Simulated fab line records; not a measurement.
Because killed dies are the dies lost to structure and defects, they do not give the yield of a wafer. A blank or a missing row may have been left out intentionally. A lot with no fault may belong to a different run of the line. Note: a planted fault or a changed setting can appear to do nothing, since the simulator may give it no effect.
fab line records	flow n5_finfet
record lots=6	wafers=18	last_day=17
route steps=1938 shown BEOL_M2@848 BEOL_M4@1111 PASSIVATION@1936
lots with no fault: from the same line, run without faults
start_h: start of the lot's first displayed wafer, in hours after the record's first day	wait_h: hours from the lot's prior step to this one	" as in the row above	L1.1+2: a row that stands for several wafers	- value missing, or start not given	* or withheld: withheld	< > ~ a bound
route shown NAME@n: a module of which the file shows steps, and the number in the route of the first	usual: the fault-free wafers' mean and standard deviation	same: alike in all rows	chamber/n: place in a boat	sites: each site's reading	_std_site: standard deviation across them	_edge_site: inner sites' mean taken away from outer sites' mean	radius_mm: for every site, how far away it sits from the centre of the wafer	mask NAME#n: copy n	behind: the most recent tool/chamber to have shaped the wafer	hold: the reason the lot was held/the length of the hold in hours/how it ended	device: the transistor (n, p or np) that didn't switch	end of line: tests of these same wafers at the route's end	where a step has no rows: the recipe by itself	killed: count of dies lost to structure and defects at first sort (not the wafer's yield)	map: per-die view of a wafer (x killed, . not killed, _ where there is no die)
set.NAME: the setting as run; set.NAME@STEP: as run at that earlier step	model.NAME: the simulator's own value behind a step, which no gauge read
certain route steps with their lots: each step a table, each wafer a row
services: the hour from which a tool's chamber was out of use, counted from the record's first day as start_h (under 0 if before that day), plus the number of hours and why
## steps
# step N5_BEOL_M2_COAT_05
# recipe resist=CAR-EUV	spin_rpm=1500	resist_thk_nm=30
# step N5_BEOL_M2_EBR_07
# recipe solvent=PGMEA	ebr_width_mm=1.5
# step N5_BEOL_M2_SOFTBAKE_06
# recipe temp_c=110	time_s=60	resist=CAR-EUV
# step N5_BEOL_M2_EXPOSE_08
# recipe mask_id=M2	na=0.33	source_shape=dipole	sigma_inner=0.369	sigma_outer=0.767	polarization=unpolarized	dose_mj=41.25
# step N5_BEOL_M2_PEB_09
# recipe peb_temp_c=100	peb_time_s=60	resist=CAR-EUV
# step N5_BEOL_M2_DEVELOP_10
# recipe develop_time_s=30	developer=TMAH	resist=CAR-EUV	rinse_liquid=surfactant_rinse	dry=air_spin	dev_temp_c=23
# step N5_BEOL_M2_CD_MEAS_11
# recipe target_cd_nm=16.79	landing_energy_ev=500	detector=se_inlens	polarity=opening
# usual cd_nm=16.83/0.23
lot.wafer	tool	chamber	start_h	wait_h	cd_nm
L700.2	cd_sem-02	0	181.25	-	16.58
L700.3	"	0	"	"	17.13
L700.5	"	0	"	"	16.97
L701.1	cd_sem-02	0	181.66	-	16.64
L701.3	"	0	"	"	16.88
L701.5	"	0	"	"	16.77
L702.4	cd_sem-01	0	194.55	-	16.86
L702.5	"	0	"	"	17.45
L702.6	"	0	"	"	16.82
L710.3	cd_sem-02	0	237.13	-	16.68
L710.4	"	0	"	"	17.27
L710.6	"	0	"	"	16.78
L711.2	cd_sem-02	0	242.46	-	16.60
L711.5	"	0	"	"	16.57
L711.6	"	0	"	"	16.90
L712.1	cd_sem-02	0	262.50	-	16.98
L712.4	"	0	"	"	16.64
L712.5	"	0	"	"	17.06
# step N5_BEOL_M2_OVL_MEAS_12
# recipe points_per_wafer=522
# usual M2_OVL=0.0/0.66
lot.wafer	tool	chamber	start_h	wait_h	M2_OVL[nm]
L700.2	overlay-02	0	181.29	0.0	0.6
L700.3	"	0	"	"	1.2
L700.5	"	0	"	"	0.3
L701.1	overlay-01	0	181.70	0.0	1.0
L701.3	"	0	"	"	0.6
L701.5	"	0	"	"	0.2
L702.4	overlay-01	0	194.60	0.0	-0.6
L702.5	"	0	"	"	-0.6
L702.6	"	0	"	"	-0.8
L710.3	overlay-01	0	237.17	0.0	0.5
L710.4	"	0	"	"	0.1
L710.6	"	0	"	"	-0.1
L711.2	overlay-02	0	242.49	0.0	0.8
L711.5	"	0	"	"	0.3
L711.6	"	0	"	"	-0.3
L712.1	overlay-02	0	262.53	0.0	-0.7
L712.4	"	0	"	"	-1.6
L712.5	"	0	"	"	-1.2
# step N5_BEOL_M2_INSPECT_13
# recipe mode=adi	inspect_instrument=brightfield
# usual raw_defect_count=395/92
lot.wafer	tool	chamber	start_h	wait_h	raw_defect_count
L700.2	defect_inspect-01	-	181.34	0.0	320
L700.3	"	-	"	"	336
L700.5	"	-	"	"	348
L701.1	defect_inspect-02	-	181.75	0.1	504
L701.3	"	-	"	"	494
L701.5	"	-	"	"	363
L702.4	defect_inspect-02	-	194.64	0.0	431
L702.5	"	-	"	"	431
L702.6	"	-	"	"	396
L710.3	defect_inspect-02	-	237.21	0.0	503
L710.4	"	-	"	"	434
L710.6	"	-	"	"	416
L711.2	defect_inspect-02	-	242.54	0.0	379
L711.5	"	-	"	"	393
L711.6	"	-	"	"	346
L712.1	defect_inspect-02	-	262.59	0.1	524
L712.4	"	-	"	"	303
L712.5	"	-	"	"	328
# step N5_BEOL_M2_DESCUM_16
# recipe chemistry=O2	time_s=7	source_power_w=50	bias_power_w=20	pressure_mtorr=20	rf_frequency_hz=2.712e+07	temp_c=40	resist=CAR-EUV	o2_flow_sccm=225
# usual drypump_motor_current_A=5.5/0.54	oes_product_au=0.81/0.085	rf_vpp_V=243.0/1.4	showerhead_plenum_p_Torr=2.08/0.072	throttle_valve_pct=20.4/0.33
lot.wafer	tool	chamber	start_h	wait_h	drypump_motor_current_A	oes_product_au	rf_hours_counter_h	rf_vpp_V	showerhead_plenum_p_Torr	throttle_valve_pct
L700.2	rie_diel-06	2	181.45	0.1	5.5	0.70	211	243.8	2.16	20.9
L700.3	"	3	"	"	5.6	0.81	93	241.4	2.02	20.5
L700.5	"	3	"	"	5.6	0.81	-	243.0	2.02	20.5
L701.1	rie_diel-01	2	182.27	0.5	6.2	0.95	8	245.1	2.13	20.2
L701.3	"	0	"	"	4.7	0.73	204	242.8	2.05	20.2
L701.5	"	1	"	"	5.0	0.73	-	242.7	2.02	21.1
L702.4	rie_diel-06	3	194.67	0.0	5.6	0.80	97	243.1	2.01	20.5
L702.5	"	3	"	"	5.6	0.81	-	242.3	2.01	20.5
L702.6	"	2	"	"	5.5	0.70	-	245.2	2.16	20.9
L710.3	rie_diel-02	0	237.25	0.0	5.5	0.85	61	243.5	2.23	20.4
L710.4	"	1	"	"	6.3	0.76	-	241.6	2.02	20.3
L710.6	"	0	"	"	5.6	0.86	-	244.3	2.23	20.4
L711.2	rie_diel-01	0	242.63	0.1	4.7	0.72	227	242.7	2.05	20.2
L711.5	"	1	"	"	5.0	0.70	-	240.6	2.01	21.1
L711.6	"	0	"	"	4.7	0.72	-	242.6	2.05	20.2
L712.1	rie_diel-06	0	262.62	0.0	5.7	0.82	83	244.4	2.22	20.3
L712.4	"	1	"	"	6.3	0.89	42	242.2	2.04	20.2
L712.5	"	2	"	"	5.6	0.69	-	244.2	2.15	20.9
# step N5_BEOL_M2_ETCH_74
# recipe chemistry=N2/H2	target=underlayer	target_depth_a=65	mask_material=CAR-EUV	time_s=5.2	ion_energy_ev=200	pressure_mtorr=30	source_w=840	bias_w=150	n2_flow_sccm=200	h2_flow_sccm=200	ends=cleared
# usual bias_w=150.0/0.46	drypump_motor_current_A=5.5/0.54	etch_rf_on_time_s=5.16/0.14	n2_flow_sccm=200.1/0.65	oes_product_au=0.69/0.074	rf_vpp_V=523.5/2.7	showerhead_plenum_p_Torr=2.53/0.086	throttle_valve_pct=17.9/0.31
lot.wafer	tool	chamber	start_h	wait_h	bias_w	drypump_motor_current_A	etch_rf_on_time_s	n2_flow_sccm	oes_product_au	rf_hours_counter_h	rf_vpp_V	showerhead_plenum_p_Torr	throttle_valve_pct
L700.2	rie_diel-06	2	181.48	0.0	150.1	5.6	5.16	200.5	0.60	211	526.4	2.63	18.4
L700.3	"	3	"	"	150.3	5.6	5.02	200.9	0.68	93	520.3	2.47	18.0
L700.5	"	3	"	"	150.2	5.6	5.02	200.5	0.70	-	518.7	2.47	18.0
L701.1	rie_diel-01	2	182.30	0.0	149.6	6.2	5.34	199.4	0.80	8	525.0	2.60	17.6
L701.3	"	0	"	"	149.9	4.7	5.31	199.7	0.61	204	524.3	2.53	17.8
L701.5	"	1	"	"	150.6	5.0	5.24	200.5	0.62	-	520.8	2.44	18.5
L702.4	rie_diel-06	3	194.70	0.0	149.4	5.6	4.90	200.3	0.70	97	521.0	2.46	18.0
L702.5	"	3	"	"	149.9	5.6	4.93	200.4	0.70	-	521.2	2.46	18.0
L702.6	"	2	"	"	149.8	5.6	5.08	199.6	0.60	-	524.6	2.63	18.4
L710.3	rie_diel-02	0	237.28	0.0	149.5	5.5	5.05	200.9	0.74	61	526.7	2.69	17.9
L710.4	"	1	"	"	150.1	6.4	5.23	200.3	0.64	-	523.8	2.44	17.7
L710.6	"	0	"	"	150.1	5.5	5.06	200.7	0.75	-	527.4	2.69	17.9
L711.2	rie_diel-01	0	242.66	0.0	150.9	4.7	5.34	201.3	0.59	227	523.1	2.52	17.8
L711.5	"	1	"	"	149.2	5.0	5.29	199.2	0.60	-	520.6	2.43	18.5
L711.6	"	0	"	"	150.2	4.7	5.31	201.8	0.60	-	521.4	2.52	17.8
L712.1	rie_diel-06	0	262.66	0.0	149.7	5.7	4.97	199.9	0.72	83	528.9	2.68	17.6
L712.4	"	1	"	"	149.9	6.3	4.94	201.1	0.78	42	522.8	2.47	17.5
L712.5	"	2	"	"	150.0	5.6	5.14	200.2	0.58	-	526.7	2.62	18.4
# step N5_BEOL_M2_ETCH_63
# recipe chemistry=CF4	target=SiARC	target_depth_a=156	mask_material=CAR-EUV	time_s=26	ion_energy_ev=80	pressure_mtorr=40	source_w=545	bias_w=36	Ar_flow_sccm=100	cf4_flow_sccm=100	ends=cleared
# usual bias_w=36.02/0.12	drypump_motor_current_A=5.5/0.55	etch_rf_on_time_s=25.7/0.68	mfc_ar_sccm=99.97/0.28	oes_product_au=0.69/0.074	rf_vpp_V=184.0/1.3	showerhead_plenum_p_Torr=2.13/0.071	throttle_valve_pct=15.61/0.23
lot.wafer	tool	chamber	start_h	wait_h	bias_w	drypump_motor_current_A	etch_rf_on_time_s	mfc_ar_sccm	oes_product_au	rf_hours_counter_h	rf_vpp_V	showerhead_plenum_p_Torr	throttle_valve_pct
L700.2	rie_diel-06	2	181.50	0.0	35.73	5.5	25.6	100.14	0.60	211	185.3	2.20	15.99
L700.3	"	3	"	"	36.07	5.6	24.9	99.86	0.69	93	182.6	2.07	15.64
L700.5	"	3	"	"	36.08	5.6	24.6	99.98	0.70	-	182.0	2.07	15.64
L701.1	rie_diel-01	2	182.32	0.0	36.13	6.2	26.2	99.86	0.81	8	184.6	2.20	15.42
L701.3	"	0	"	"	35.91	4.7	26.6	100.05	0.61	204	184.4	2.11	15.55
L701.5	"	1	"	"	36.01	5.0	26.1	100.08	0.62	-	181.9	2.05	16.00
L702.4	rie_diel-06	3	194.72	0.0	35.85	5.5	24.3	99.90	0.70	97	183.7	2.07	15.66
L702.5	"	3	"	"	35.90	5.6	24.4	99.54	0.70	-	182.6	2.07	15.65
L702.6	"	2	"	"	35.97	5.6	25.2	99.82	0.61	-	186.5	2.19	16.02
L710.3	rie_diel-02	0	237.30	0.0	36.11	5.5	25.2	99.51	0.74	61	186.6	2.27	15.53
L710.4	"	1	"	"	36.04	6.4	26.2	99.60	0.64	-	182.5	2.07	15.55
L710.6	"	0	"	"	35.91	5.5	25.3	99.11	0.74	-	185.4	2.27	15.52
L711.2	rie_diel-01	0	242.68	0.0	36.00	4.7	26.4	99.53	0.60	227	183.5	2.11	15.60
L711.5	"	1	"	"	36.01	5.0	26.5	99.54	0.61	-	182.8	2.04	16.04
L711.6	"	0	"	"	36.12	4.7	26.5	98.96	0.59	-	183.7	2.11	15.60
L712.1	rie_diel-06	0	262.68	0.0	36.14	5.7	25.0	99.79	0.71	83	187.1	2.25	15.44
L712.4	"	1	"	"	35.96	6.2	24.6	100.06	0.77	42	184.0	2.09	15.38
L712.5	"	2	"	"	35.84	5.6	25.6	99.60	0.60	-	185.8	2.19	16.04
# step N5_BEOL_M2_ETCH_64
# recipe chemistry=N2/H2	target=SOC	target_depth_a=750	overetch_a=225	mask_material=SiARC	temp_c=40	time_s=121.9	ion_energy_ev=200	pressure_mtorr=30	source_w=840	bias_w=150	n2_flow_sccm=200	h2_flow_sccm=200
# usual bias_w=150.1/0.44	drypump_motor_current_A=5.5/0.54	n2_flow_sccm=200.0/0.61	oes_product_au=0.61/0.06	rf_vpp_V=523.4/2.4	showerhead_plenum_p_Torr=2.53/0.086	throttle_valve_pct=17.8/0.32
lot.wafer	tool	chamber	start_h	wait_h	bias_w	drypump_motor_current_A	n2_flow_sccm	oes_product_au	rf_hours_counter_h	rf_vpp_V	showerhead_plenum_p_Torr	throttle_valve_pct	model.SiARC_of_BEOL_M2_COAT_62.thk_nm
L700.2	rie_diel-06	2	181.53	0.0	118.3	5.6	199.6	0.54	211	450.5	2.63	18.4	8.2
L700.3	"	3	"	"	117.5	5.6	199.7	0.61	93	448.2	2.47	17.9	7.8
L700.5	"	3	"	"	117.6	5.6	199.4	0.61	-	447.7	2.47	17.9	7.8
L701.1	rie_diel-01	2	182.35	0.0	150.0	6.2	198.4	0.71	8	525.2	2.59	17.6	6.4
L701.3	"	0	"	"	150.0	4.7	199.2	0.55	204	523.4	2.53	17.8	6.4
L701.5	"	1	"	"	149.3	5.0	199.8	0.55	-	522.1	2.44	18.4	6.2
L702.4	rie_diel-06	3	194.75	0.0	117.6	5.6	199.8	0.60	97	446.7	2.46	17.9	7.8
L702.5	"	3	"	"	117.7	5.6	198.6	0.60	-	446.8	2.46	17.9	7.8
L702.6	"	2	"	"	117.8	5.6	200.7	0.53	-	450.3	2.63	18.4	8
L710.3	rie_diel-02	0	237.33	0.0	150.2	5.5	199.2	0.64	61	527.1	2.69	17.8	6.2
L710.4	"	1	"	"	150.2	6.3	200.3	0.58	-	519.1	2.44	17.7	6.6
L710.6	"	0	"	"	149.9	5.5	200.1	0.64	-	525.9	2.69	17.8	6.2
L711.2	rie_diel-01	0	242.71	0.0	150.7	4.7	199.6	0.54	227	523.5	2.52	17.8	6.6
L711.5	"	1	"	"	150.0	5.0	199.8	0.54	-	519.3	2.43	18.4	6.2
L711.6	"	0	"	"	150.5	4.7	199.2	0.55	-	523.2	2.52	17.8	6.4
L712.1	rie_diel-06	0	262.70	0.0	149.6	5.7	199.5	0.61	83	527.9	2.68	17.6	6.2
L712.4	"	1	"	"	150.1	6.3	201.0	0.66	42	523.1	2.47	17.4	6
L712.5	"	2	"	"	151.4	5.5	200.2	0.52	-	525.6	2.62	18.4	6.6
# step N5_BEOL_M2_STRIP_65
# recipe chemistry=N2/H2	temp_c=40	n2_flow_sccm=200	h2_flow_sccm=200	rf_frequency_hz=6e+07
# step N5_BEOL_M4_RC_MEAS_101
# usual DIBL_N=36.8/1.5	DIBL_P=37.1/2.1	IOFF_N=0.168/0.03	IOFF_P=0.22/0.034	ION_N=679/12	ION_P=466/8	SS_N=71.7/0.58	SS_P=73.5/0.67	VT_N=248.8/2.7	VT_P=-250/3.3
lot.wafer	tool	chamber	start_h	wait_h	DIBL_N[mV/V]	DIBL_P[mV/V]	IOFF_N[nA/um]	IOFF_P[nA/um]	ION_N[uA/um]	ION_P[uA/um]	SS_N[mV/dec]	SS_P[mV/dec]	VT_N[mV]	VT_P[mV]
L701.1	prober-01	0	209.20	0.0	36.1	35.1	0.153	0.15	668	446	71.9	73.0	251.3	-255
L701.3	"	0	"	"	36.7	36.8	0.161	0.19	680	456	71.6	73.4	250.4	-256
L701.5	"	0	"	"	35.4	36.2	0.139	0.17	661	450	71.1	72.7	250.4	-256
L700.2	prober-02	0	212.14	0.2	34.8	35.9	0.152	0.19	688	467	71.1	73.3	249.8	-251
L700.3	"	0	"	"	38.1	39.1	0.217	0.24	690	470	72.6	73.7	248.9	-250
L700.5	"	0	"	"	34.6	36.0	0.149	0.19	682	468	71.4	73.6	248.1	-252
L702.4	prober-02	0	216.58	0.5	36.7	38.2	0.169	0.20	673	459	71.4	73.1	248.1	-253
L702.5	"	0	"	"	37.8	39.3	0.189	0.22	680	461	71.5	74.2	245.8	-251
L702.6	"	0	"	"	37.0	37.7	0.177	0.21	681	458	71.6	73.9	248.0	-252
L710.3	prober-01	0	268.76	0.3	39.5	39.8	0.219	0.28	721	484	71.9	75.0	243.3	-248
L710.4	"	0	"	"	38.2	38.4	0.191	0.25	708	483	72.1	74.7	244.5	-248
L710.6	"	0	"	"	36.8	35.6	0.149	0.20	683	468	71.5	72.9	251.1	-250
L711.2	prober-01	0	275.85	0.2	36.1	37.2	0.151	0.21	676	466	72.6	73.5	248.1	-250
L711.5	"	0	"	"	36.1	38.0	0.150	0.22	677	468	71.6	73.7	248.9	-249
L711.6	"	0	"	"	35.6	36.2	0.142	0.19	675	464	71.1	73.2	249.6	-252
L712.1	prober-02	0	294.46	0.0	38.6	37.1	0.166	0.19	668	448	72.1	74.1	251.5	-256
L712.4	"	0	"	"	36.1	33.6	0.122	0.14	654	441	71.7	72.8	254.6	-260
L712.5	"	0	"	"	38.1	36.7	0.153	0.17	668	449	72.3	73.7	252.0	-260
# step N5_PASSIVATION_PROBE_49
# usual defect_limited_yield=91.0/1.5	killed_at_M0_to_M3=34/11	killed_at_M4_up=14/5.3	killed_at_contacts=13/7	killed_at_front_end=41/13	killed_at_other=4/3.1	killed_dies=106/17	killed_open=70/12	killed_short=35/8	sort_bin_5_function=5.2/0.98	sort_bin_6_memory=3.4/0.69	sort_bin_8_speed=0.00/0.007	sort_n_pass=1074/17	sort_yield_pct=91.0/1.5
# same gross_dies=1180	killed_at_back_side=0	sort_bin_4_leakage[%]=0
lot.wafer	tool	chamber	start_h	wait_h	defect_limited_yield[%]	killed_at_M0_to_M3	killed_at_M4_up	killed_at_contacts	killed_at_front_end	killed_at_other	killed_dies	killed_open	killed_short	sort_bin_5_function[%]	sort_bin_6_memory[%]	sort_bin_8_speed[%]	sort_n_pass	sort_yield_pct[%]
L701.1	prober-01	-	302.51	0.0	91.4	42	12	6	40	2	102	63	38	4.8	3.6	0	1078	91.4
L701.3	prober-01	-	302.61	0.1	91.9	41	6	11	34	4	96	56	39	4.7	3.4	0	1084	91.9
L701.5	prober-01	-	302.71	0.2	93.2	29	23	10	18	0	80	53	26	3.9	2.4	0	1100	93.2
L702.4	prober-01	-	318.06	0.2	88.1	43	5	13	76	4	141	101	35	6.5	4.5	0	1039	88.1
L702.5	prober-01	-	318.11	0.2	91.1	45	9	6	44	1	105	69	34	5.0	3.5	0	1075	91.1
L702.6	prober-01	-	318.16	0.3	89.6	43	9	9	59	3	123	81	42	6.4	3.3	0	1057	89.6
L711.2	prober-02	-	381.02	0.1	91.9	27	10	27	27	4	95	68	27	5.0	2.8	0	1085	91.9
L711.5	prober-02	-	381.17	0.2	91.6	22	9	21	44	3	99	65	34	4.6	3.5	0	1081	91.6
L711.6	prober-02	-	381.22	0.3	92.0	26	9	22	34	3	94	61	33	5.0	2.5	0	1086	92.0
L710.3	prober-02	-	392.72	0.1	89.2	41	18	19	38	11	127	69	55	6.0	4.1	0	1053	89.2
# killed by level:class
L701.1 STI_FIN_REVEAL:geometric_particle:open=11 BEOL_M0_SAQP:geometric_particle:open=10 BEOL_M0_SAQP:geometric_particle:short=8 FIN_SAQP:geometric_particle:open=7 BEOL_M1:geometric_particle:open=7 MOL_CONTACT_COAG:geometric_particle:open=5 BEOL_M2:geometric_particle:open=5 STI_FIN_REVEAL:geometric_particle:short=4
L701.3 BEOL_M0_SAQP:geometric_particle:open=11 BEOL_M0_SAQP:geometric_particle:short=10 FIN_SAQP:geometric_particle:short=9 MOL_CONTACT_COAG:geometric_particle:open=7 BEOL_M1:geometric_particle:open=7 STI_FIN_REVEAL:geometric_particle:open=5 MOL_CONTACT_COAG:geometric_particle:short=4 BEOL_M0:geometric_particle:open=4
L701.5 BEOL_M4:geometric_particle:open=15 BEOL_M0_SAQP:geometric_particle:short=8 BEOL_M1:geometric_particle:open=8 MOL_CONTACT_COAG:geometric_particle:open=7 BEOL_M3:geometric_particle:open=4 GATE_CUT:geometric_particle:short=3 MOL_CONTACT_COAG:geometric_particle:short=3 BEOL_M2:geometric_particle:open=3
L702.4 FIN_SAQP:geometric_particle:open=23 STI_FIN_REVEAL:geometric_particle:open=16 BEOL_M0_SAQP:geometric_particle:short=13 BEOL_M0_SAQP:geometric_particle:open=11 MOL_CONTACT_COAG:geometric_particle:open=11 FIN_SAQP:geometric_particle:short=7 BEOL_M2:geometric_particle:open=7 DUMMY_GATE:geometric_particle:open=6
L702.5 FIN_SAQP:geometric_particle:open=15 BEOL_M0_SAQP:geometric_particle:open=13 BEOL_M0_SAQP:geometric_particle:short=11 BEOL_M2:geometric_particle:short=8 BEOL_M2:geometric_particle:open=8 STI_FIN_REVEAL:geometric_particle:open=5 DUMMY_GATE:geometric_particle:open=4 MOL_CONTACT_COAG:geometric_particle:open=4
L702.6 STI_FIN_REVEAL:geometric_particle:open=13 BEOL_M0_SAQP:geometric_particle:open=10 BEOL_M0_SAQP:geometric_particle:short=10 FIN_SAQP:geometric_particle:short=9 FIN_SAQP:geometric_particle:open=7 DUMMY_GATE:geometric_particle:open=7 GATE_CUT:geometric_particle:open=7 MOL_CONTACT_COAG:geometric_particle:open=7
L711.2 MOL_CONTACT_COAG:geometric_particle:open=22 BEOL_M0_SAQP:geometric_particle:open=9 FIN_SAQP:geometric_particle:short=7 FIN_SAQP:geometric_particle:open=7 BEOL_M1:geometric_particle:open=7 BEOL_M4:geometric_particle:open=7 MOL_CONTACT_COAG:geometric_particle:short=5 BEOL_M1:geometric_particle:short=3
L711.5 MOL_CONTACT_COAG:geometric_particle:open=15 FIN_SAQP:geometric_particle:open=12 STI_FIN_REVEAL:geometric_particle:open=12 BEOL_M0_SAQP:geometric_particle:short=7 BEOL_M4:geometric_particle:open=6 MOL_CONTACT_COAG:geometric_particle:short=6 BEOL_M1:geometric_particle:open=5 STARTING-WAFER:geometric_particle:short=5
L711.6 MOL_CONTACT_COAG:geometric_particle:open=18 FIN_SAQP:geometric_particle:open=9 BEOL_M1:geometric_particle:open=8 FIN_SAQP:geometric_particle:short=6 BEOL_M0_SAQP:geometric_particle:short=6 STARTING-WAFER:geometric_particle:open=6 MOL_CONTACT_COAG:geometric_particle:short=4 BEOL_M0_SAQP:geometric_particle:open=4
L710.3 MOL_CONTACT_COAG:geometric_particle:open=12 BEOL_M0_SAQP:geometric_particle:short=10 BEOL_M0_SAQP:geometric_particle:open=10 FIN_SAQP:geometric_particle:short=7 MOL_CONTACT_COAG:geometric_particle:short=7 STI_FIN_REVEAL:geometric_particle:open=6 BEOL_M1:geometric_particle:open=6 BEOL_M4:geometric_particle:open=6
## services
tool	chamber	start_h	hours	kind
rie_diel-02	1	158.46	5.5	repair
rie_diel-06	-	215.62	15.6	pm
rie_diel-02	2	235.45	2.4	repair
rie_diel-01	3	246.14	18.9	repair
## key
first_sign step=N5_BEOL_M2_ETCH_64	reading=bias_w	direction=down	sigmas=73	usual=*	struck=*
effect step=N5_BEOL_M2_ETCH_64	reading=rf_vpp_V	direction=down	sigmas=31	usual=523.4	struck=448.4
model_effect step=N5_BEOL_M2_ETCH_64	value=SiARC_of_BEOL_M2_COAT_62.thk_nm	without=6.133	struck=7.9
met_at N5_BEOL_M2_ETCH_64
struck_wafers L700.2,L700.3,L700.5,L702.4,L702.5,L702.6
fault kind=process_parameter_drift	tool=rie_diel-06	chamber=-	onset_h=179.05	steps=N5_BEOL_M2_ETCH_64	channel=bias_w	offset=*	shape=step	end_h=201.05	acts_in=*	stated=*
